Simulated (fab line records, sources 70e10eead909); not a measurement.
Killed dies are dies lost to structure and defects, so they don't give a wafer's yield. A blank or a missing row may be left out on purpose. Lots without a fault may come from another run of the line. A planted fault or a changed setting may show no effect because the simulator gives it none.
Which tool did it? | flow nand_harc | 14 lots, 42 wafers sampled, at 1 step of a route of 1159

WHAT THE GAUGES READ, wafer by wafer
NHARC_A_CONTACT_OVL_MEAS_09.
lot  | measured     | on         | overlay_x_nm (nm) | overlay_y_nm (nm)
L235 | day 16 15:40 | overlay-02 | -0.3 0.5 0.1      | 0.0 -0.4 -0.6
L234 | day 16 16:55 | overlay-02 | 0.4 1.3 0.6       | 0.7 0.9 0.4
L237 | day 17 02:56 | overlay-01 | -1.1 -0.4 -1.1    | -0.5 -1.3 -1.4
L236 | day 17 05:23 | overlay-01 | -0.7 -0.4 -0.6    | -0.3 0.1 0.0
L239 | day 17 20:25 | overlay-01 | 1.1 0.7 1.0       | -1.4 -1.2 -0.7
L240 | day 18 00:16 | overlay-02 | -0.2 -0.1 -0.4    | 0.4 -0.1 -0.5
L238 | day 18 13:43 | overlay-01 | -0.2 -0.4 -0.6    | 0.8 0.4 0.8
L243 | day 18 16:46 | overlay-02 | 0.1 -0.3 -0.4     | 1.3 1.6 1.0
L244 | day 19 09:38 | overlay-01 | 0.1 -0.2 -0.7     | -0.6 -1.1 -1.4
L247 | day 20 05:22 | overlay-02 | 0.7 0.6 0.9       | -0.7 -0.4 -0.5
L250 | day 20 14:40 | overlay-01 | 0.8 0.2 1.0       | 0.9 0.5 0.9
L253 | day 21 08:36 | overlay-01 | -0.8 -1.3 -1.5    | 1.5 1.8 1.8
L256 | day 22 12:03 | overlay-02 | -0.4 -0.9 -0.5    | 0.2 0.4 0.3
L257 | day 23 00:57 | overlay-01 | 0.5 0.8 0.7       | -1.1 -1.1 -0.8

WHICH TOOL RAN EACH LOT (tool, then ch and the chambers of the sampled wafers, then the start)
The record holds no process step before these readings.

WHAT THE TOOLS THEMSELVES READ (means of the sampled wafers that have a number; where no wafer has one, the mark that the record gives instead)
The record holds no such reading with a usual standard deviation.

THE ANSWER, worked out from the rows above alone
Rule: what is usual is taken from the lots themselves. Put in order of their means at a reading, lots are off if they are a third of the lots or fewer, leave a main group of 4 or more, and stand apart from it by a gap of 3 or more times the standard deviation of the main group's means; of several such gaps the widest counts. A main group whose means are all the same, to the digits that the tables above print for the reading, isn't used. A lot without any number at a reading at which 4 lots or more have one is off too. The other lots that the step has rows for count as sound. The gauges are gone through in route order, then the tools' own readings, and for those a lot's mean is taken as printed above. The first step at which some lot is off is used, and at that step the reading that is off furthest; a lot without a number counts as furthest.
No lot is off at any reading shown: from this, nothing can be told.

WHAT THE SIMULATOR HAD PUT IN
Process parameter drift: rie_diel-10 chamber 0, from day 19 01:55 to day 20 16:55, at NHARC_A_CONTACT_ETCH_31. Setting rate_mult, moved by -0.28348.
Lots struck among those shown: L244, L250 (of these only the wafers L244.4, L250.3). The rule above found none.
